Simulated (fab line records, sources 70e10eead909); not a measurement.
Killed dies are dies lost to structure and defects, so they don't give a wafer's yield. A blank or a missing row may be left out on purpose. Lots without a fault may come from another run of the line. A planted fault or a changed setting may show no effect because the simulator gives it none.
One fault seen from 2 desks | flow nand_harc | each desk has only its own numbers; what lay behind them comes last

THE DEFECT DESK
What the inspections along the route counted, lot by lot: means of the sampled wafers that have a number. A lot is out of limits, marked OUT, if its mean lies more than 4 standard deviations from the usual mean; the brackets give that distance.
Columns: A = raw_defect_count at NHARC_A_ZERO_WELL_INSPECT_17, usual 12; B = raw_defect_count at NHARC_A_CHANNEL_HOLE_D1_INSPECT_12, usual 6.0; C = raw_defect_count at NHARC_A_CHANNEL_HOLE_D1_INSPECT_40, usual 71
lot  | first seen here | A  | B                       | C
L491 | day 7 10:34     | 14 | 11.7                    | 38
L497 | day 9 23:31     | 9  | 379.3 (+99 or more) OUT | 479 (+16) OUT
L499 | day 10 19:30    | 5  | 350.3 (+99 or more) OUT | 429 (+14) OUT
L505 | day 13 10:05    | 17 | 4.0                     | 53
L506 | day 13 13:22    | 11 | 6.7                     | 54
L507 | day 14 02:04    | 8  | 4.3                     | 99
L509 | day 14 11:04    | 18 | 5.3                     | 45
L510 | day 15 01:04    | 12 | 6.7                     | 83
L511 | day 15 10:58    | 14 | 6.3                     | 38
L512 | day 15 20:02    | 27 | 5.3                     | 64
L513 | day 16 11:02    | 10 | 5.3                     | 62
This desk's finding: out of limits on L497, L499; first on L497, day 11 18:14 (raw_defect_count at NHARC_A_CHANNEL_HOLE_D1_INSPECT_12). In limits: L491, L505, L506, L507, L509, L510, L511, L512, L513.

THE TOOL OWNER'S DESK: pecvd-01
The tool's own readings at NHARC_A_CHANNEL_HOLE_D1_DEP_01 (deposits SiON, target thk 140 nm): means of the sampled wafers that have a number, for each lot that ran on this tool. A lot is out of limits, marked OUT, if its mean lies more than 4 standard deviations from the usual mean; the brackets give that distance.
Columns: A = chamber_pressure_Torr at NHARC_A_CHANNEL_HOLE_D1_DEP_01, usual 3.501 Torr; B = heater_power_w at NHARC_A_CHANNEL_HOLE_D1_DEP_01, usual 746 W
lot  | first seen here | A     | B
L497 | day 11 17:23    | 3.505 | 672
L499 | day 12 08:27    | 3.498 | 736
L510 | day 16 18:04    | 3.504 | 685
This desk's finding: nothing out of limits on any of the 3 lots.

PUT TOGETHER
The defect desk could have raised an alarm at day 11 18:14, on L497, L499.
The tool owner's desk saw nothing out of limits.
The tool owner's desk has L497, L499 on record, within its limits.
Of the lots named, all ran NHARC_A_CHANNEL_HOLE_D1_DEP_01 on pecvd-01.

WHAT THE SIMULATOR HAD PUT IN
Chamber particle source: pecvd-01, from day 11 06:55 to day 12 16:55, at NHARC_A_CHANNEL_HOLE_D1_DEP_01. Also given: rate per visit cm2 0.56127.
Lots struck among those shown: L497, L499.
Hours from the fault's start to each desk's first reading out of limits: the defect desk, 11.
